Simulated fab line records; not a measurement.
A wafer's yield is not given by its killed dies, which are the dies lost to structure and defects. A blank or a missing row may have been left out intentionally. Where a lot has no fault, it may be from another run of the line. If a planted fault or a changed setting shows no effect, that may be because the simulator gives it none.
Chamber matching -- flow nand-harc -- NHARC_A_CHANNEL_FILL_D2_ALD_14 on ald-hk-02: 4 sister chambers
The step deposits SiO2, target thk 2.5 nm, pulse time 10 s, ald cycles 25. 8 wafers are shown with their chamber, then 7 later ones without.

## WAFERS, EACH WITH ITS CHAMBER
wafer,chamber,heater-power-w (W),precursor-pulse-height-rel
L082.4,1,448,1.010
L084.1,3,490,1.019
L084.2,1,459,0.972
L086.1,2,393,0.984
L086.2,0,472,0.992
L086.6,2,374,1.018
L089.3,3,470,1.028
L089.4,0,469,1.030

## WAFERS WHOSE CHAMBER IS MISSING
wafer,heater-power-w (W),precursor-pulse-height-rel
L089.5,470,0.987
L091.2,478,0.992
L091.4,381,1.025
L091.6,478,1.011
L094.2,465,0.991
L094.5,389,0.990
L094.6,458,1.017

## CHAMBER TAKEN BY EACH
wafer,from the rows above,in truth
L089.5,can't be placed: 0 or 1 or 3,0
L091.2,can't be placed: 0 or 3 or 1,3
L091.4,2,2
L091.6,can't be placed: 3 or 0 or 1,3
L094.2,can't be placed: 0 or 1 or 3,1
L094.5,2,2
L094.6,can't be placed: 0 or 1 or 3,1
Correctly placed: 2 of 7. From these rows, 5 cannot be placed; in 5 the true chamber is one of the candidates. Placed wrongly: 0.
How it was worked out, from the rows above alone: a wafer's distance from a chamber is the root of the sum, over the readings, of the square of ((its reading less the chamber's mean) divided by the reading's scatter). The wafer belongs to the nearest chamber; if the next one is less than 2 further off, it can't be placed. For every chamber, the mean is computed from those of its wafers that are shown. How the scatter is found: for the shown wafers, subtract from each reading the mean of its chamber, square and add these, divide the total by (wafers less chambers), then take the root.
